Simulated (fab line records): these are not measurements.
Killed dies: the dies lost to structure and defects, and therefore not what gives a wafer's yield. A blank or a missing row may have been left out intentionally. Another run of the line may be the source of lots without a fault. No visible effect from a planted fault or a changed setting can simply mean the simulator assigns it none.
A struck lot beside a sound one | flow n5Finfet | 17 steps out of a route of 1938
Sound: these wafers, L945.3, L945.4, L945.6. Struck: wafer L961.5 (L961.4, L961.6, from the same lot, were not struck and are left out); the cause is given at the end.
At each step with rows: each side's tool, then ch and its chambers, then its first start. Under that, the readings that differ: sound wafers | struck wafers | difference of the means | sigmas: that difference in standard deviations of wafers without a fault.
alike: words and numbers the same on both sides, and readings whose means are apart by under 2 such deviations; not compared: readings that were withheld, readings missing a value for some wafer, numbers with overlapping values and no deviation given by the record, and bounds like >300 which may hide the same value.
A row with sigmas, a row that says differs or no value, or rows on one side alone: a step with any of these is where the two part. Numbers that have no deviation but don't overlap get no sigmas and don't part them. Lack of a reading on every wafer of one side parts them only where that side has two or more wafers.

first, 2 steps without rows for these wafers: N5_BEOL_M14_PRECLEAN_39 (cleans in residue remover, time 60 s); N5_BEOL_M14_SRD_40 (time 30 s, dry time 30 s).
N5_BEOL_M14_DEGAS_41: time 60 s.
  sound on pvdSputter-02, day 11 13:54; struck on pvdSputter-01, day 15 21:29
  alike: heaterPowerW
N5_BEOL_M14_PRE_CLEAN_42: time 30 s.
  sound on pvdSputter-02, day 11 13:56; struck on pvdSputter-01, day 15 21:32
  alike: heaterPowerW
then, 1 step without rows for these wafers: N5_BEOL_M14_SPUTTER_43 (material TaN, target thk 15 nm, time 24.19 s).
N5_BEOL_M14_SPUTTER_44: material Ta, target thk 15 nm, time 24.19 s.
  sound on pvdSputter-02, day 11 14:04; struck on pvdSputter-01, day 15 21:39
  alike: throttleValvePct
N5_BEOL_M14_SPUTTER_45: material Cu, target thk 100 nm, time 16.67 s.
  sound on pvdSputter-02, day 11 14:08; struck on pvdSputter-01, day 15 21:44
  alike: throttleValvePct
then, 2 steps without rows for these wafers: N5_BEOL_M14_ECD_47 (material Cu, target thk 1248 nm); N5_BEOL_M14_ANNEAL_48 (time 90 s).
N5_BEOL_M14_CMP_49: polishes, stops on SiO2, t overpolish 5.2 s, target thk 560 nm.
  sound on cmp-03 ch 0,1, day 11 14:49; struck on cmp-03 ch 1, day 15 22:21
  alike: barrierFieldEndpointS, motorCurrentA, overpolishRunS, platenRpm, retainingRingPressureFrac, timeToEndpointS
N5_BEOL_M14_THK_MEAS_50: measures by xrf.
  sound on filmMetro-02, day 11 15:06; struck on filmMetro-01, day 15 22:39
  alike: M14_THK
then, 1 step without rows for these wafers: N5_BEOL_M14_PRE_CLEAN_52 (time 15 s).
N5_BEOL_M14_DEP_53: deposits SiCN from 3MS/NH3, target thk 50 nm, time 17.8 s.
  sound on pecvd-01 ch 0,1, day 11 15:10; struck on pecvd-01 ch 2, day 15 22:44
reading                      | sound             | struck | difference | sigmas
showerheadPlenumPTorr (Torr) | 4.109 4.132 4.128 | 4.168  | +0.045     | +2
throttleValvePct (%)         | 17.6 19.2 18.0    | 16.5   | -1.8       | -2
N5_BEOL_M14_RS_MEAS_54: measurement is done with a four-point probe.
  sound on filmMetro-02, day 11 15:14; struck on filmMetro-01, day 15 22:49
  alike: M14_RS
N5_BEOL_M14_INSPECT_55: inspects for defects (darkfield).
  sound on defectInspect-01, day 11 15:16; struck on defectInspect-02, day 15 22:50
reading        | sound    | struck | difference | sigmas
rawDefectCount | 62 62 79 | 588    | +520       | +20
then, 1 step without rows for these wafers: N5_BEOL_M15_ILD_DEP_00 (deposits SiO2 from TEOS/O2, target thk 1629.3 nm, time 346.1 s).
N5_PASSIVATION_PROBE_49:
  record: rows for the struck wafers here (prober-02, day 16 22:17), none for the sound ones

WHERE THEY PART
Earliest at N5_BEOL_M14_DEP_53; latest, in this record, at N5_PASSIVATION_PROBE_49.

WHY: whatever the simulator had introduced
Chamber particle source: pecvd-01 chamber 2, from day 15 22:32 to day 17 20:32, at N5_BEOL_M14_DEP_53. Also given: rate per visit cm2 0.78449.
